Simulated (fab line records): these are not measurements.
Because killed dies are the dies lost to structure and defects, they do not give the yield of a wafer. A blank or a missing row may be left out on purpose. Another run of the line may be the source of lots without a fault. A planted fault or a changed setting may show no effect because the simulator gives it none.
Comparing a struck lot with a sound one	flow nandHarc	22 steps out of a route of 1302
Sound: wafers L667.3, L667.5, L667.6. Wafers L656.3, L656.4, L656.6 were the ones struck. The cause comes at the end.
Order at every step that has rows: each side's tool, ch and its chambers, its first start. Under that, the readings that differ: sound wafers	struck wafers	difference of the means	sigmas: that difference in standard deviations of wafers without a fault.
alike: readings whose means differ by less than 2 such deviations, and words and numbers that are the same on both sides. not compared: withheld readings, readings that some wafer has no value for, bounds like >300 that may hide the same value, and numbers for which the record gives no deviation and whose values overlap.
The two part at a step that has a row with sigmas, a row that says differs or no value, or rows on one side only. Non-overlapping numbers with no deviation appear without sigmas and do not part them. A reading that every wafer of one side lacks parts them only if that side has two wafers or more.

first, 2 steps without rows for these wafers: NHARC_A_SLIT_PEB_07 (peb time 65 s); NHARC_A_SLIT_DEVELOP_08 (develop time 35 s).
NHARC_A_SLIT_CD_MEAS_09 targets a cd of 300 nm.
  sound on cdSem-02 ch 0, day 27 19:05; struck on cdSem-01 ch 0, day 23 02:52
  alike: cdNm
NHARC_A_SLIT_OVL_MEAS_10:
  sound on overlay-02 at day 27 19:10; struck on overlay-01 at day 23 02:56
  alike: overlayXNm, overlayYNm
NHARC_A_SLIT_INSPECT_11:
  sound on defectInspect-01 at day 27 19:13; struck on defectInspect-01 at day 23 02:59
  alike: rawDefectCount
NHARC_A_SLIT_DESCUM_14: chemistry O2, time 3 s.
  sound on rieDiel-02 ch 0,1,2, day 27 19:17; struck on rieDiel-02 ch 2,3, day 23 03:02
  alike: drypumpMotorCurrentA, oesProductAu, rfVppV, showerheadPlenumPTorr, throttleValvePct
  not compared: rfHoursCounterH
NHARC_A_SLIT_ETCH_24: etches the open film in CF4/CHF3, target depth 121 nm, time 60.5 s.
  sound on rieDiel-02 ch 1,2, day 27 19:21; struck on rieDiel-02 ch 1,3, day 23 03:08
  alike: drypumpMotorCurrentA, oesProductAu, rfVppV, showerheadPlenumPTorr, throttleValvePct
  not compared: rfHoursCounterH
NHARC_A_SLIT_ETCH_15: etches the open film in O2/COS, target depth 6200 nm, time 1612 s.
  sound: rieDiel-02 ch 0,3; struck: rieDiel-02 ch 1,2,3
reading	sound	struck	difference	sigmas
oesProductAu (a.u.)	1.021 1.004 1.007	0.998 0.986 0.968	-0.027	-2
  alike: drypumpMotorCurrentA, rfVppV, showerheadPlenumPTorr, throttleValvePct
  not compared: rfHoursCounterH
then, 1 step without rows for these wafers: NHARC_A_SLIT_ETCH_17 (etches the open film in C4F8/O2/Ar, time 4254.5 s, target depth 20300 nm).
NHARC_A_SLIT_ETCH_26: etches the open film in C4F8/O2/Ar, time 90 s, target depth 400 nm.
  sound on harEtch-02 ch 0,1, day 28 00:17; struck on harEtch-01 ch 0,1, day 23 07:58
reading	sound	struck	difference	sigmas
drypumpMotorCurrentA (A)	5.6 5.9 5.6	6.5 6.4 6.5	+0.8	+2
  alike: showerheadPlenumPTorr, throttleValvePct
  not compared: rfHoursCounterH
then, 1 step without rows for these wafers: NHARC_A_SLIT_STRIP_28 (strips in O2/COS).
NHARC_A_SLIT_ETCH_29: etches the open film in CF4/O2, target depth 100 nm, overetch 10 nm, time 55 s.
  sound on rieDiel-12 ch 0,1,2, day 28 01:07; struck on rieDiel-12 ch 1,2, day 23 08:49
  alike: drypumpMotorCurrentA, oesProductAu, rfVppV, showerheadPlenumPTorr, throttleValvePct
  not compared: rfHoursCounterH
NHARC_A_SLIT_STRIP_18: strips in O2.
  sound on rieDiel-12 ch 0,3, day 28 01:13; struck on rieDiel-12 ch 1,2, day 23 08:56
  alike: drypumpMotorCurrentA, oesProductAu, rfVppV, showerheadPlenumPTorr, throttleValvePct
  not compared: rfHoursCounterH
then, 2 steps without rows for these wafers: NHARC_A_SLIT_PRECLEAN_19 (cleans in SC1); NHARC_A_SLIT_SRD_20.
NHARC_A_SLIT_CD_MEAS_21:
  sound on cdSem-01 at day 28 01:38; struck on cdSem-02 at day 23 09:24
  alike: cdNm
then, 3 steps without rows for these wafers: NHARC_A_SIN_REMOVE_WET_00 (chemistry H3PO4, time 15300 s); NHARC_A_SIN_REMOVE_PRECLEAN_01 (cleans in SC1); NHARC_A_SIN_REMOVE_SRD_02.
NHARC_A_SIN_REMOVE_INSPECT_04:
  sound on defectInspect-02 at day 28 08:14; struck on defectInspect-01 at day 23 15:55
reading	sound	struck	difference	sigmas
rawDefectCount	321 325 377	1351 1142 1140	+870	+9
then, 1 step without rows for these wafers: NHARC_A_WL_FILL_ALD_00 (deposits Al2O3, target thk 3 nm, pulse time 3 s, ald cycles 30).
-- record jumps: 4 days between struck wafers' starts before vs after; left off in module A_WL_FILL, resumes in module END, first step shown is number 1302 of the route --
NHARC_END_SORT_01:
  only the struck wafers appear in the record here, on prober-01 ch 0 at day 27 17:40; the sound ones have no rows

WHERE THEY PART
Earliest at NHARC_A_SLIT_ETCH_15; latest, in this record, at NHARC_END_SORT_01.

WHY: what the simulator had put in
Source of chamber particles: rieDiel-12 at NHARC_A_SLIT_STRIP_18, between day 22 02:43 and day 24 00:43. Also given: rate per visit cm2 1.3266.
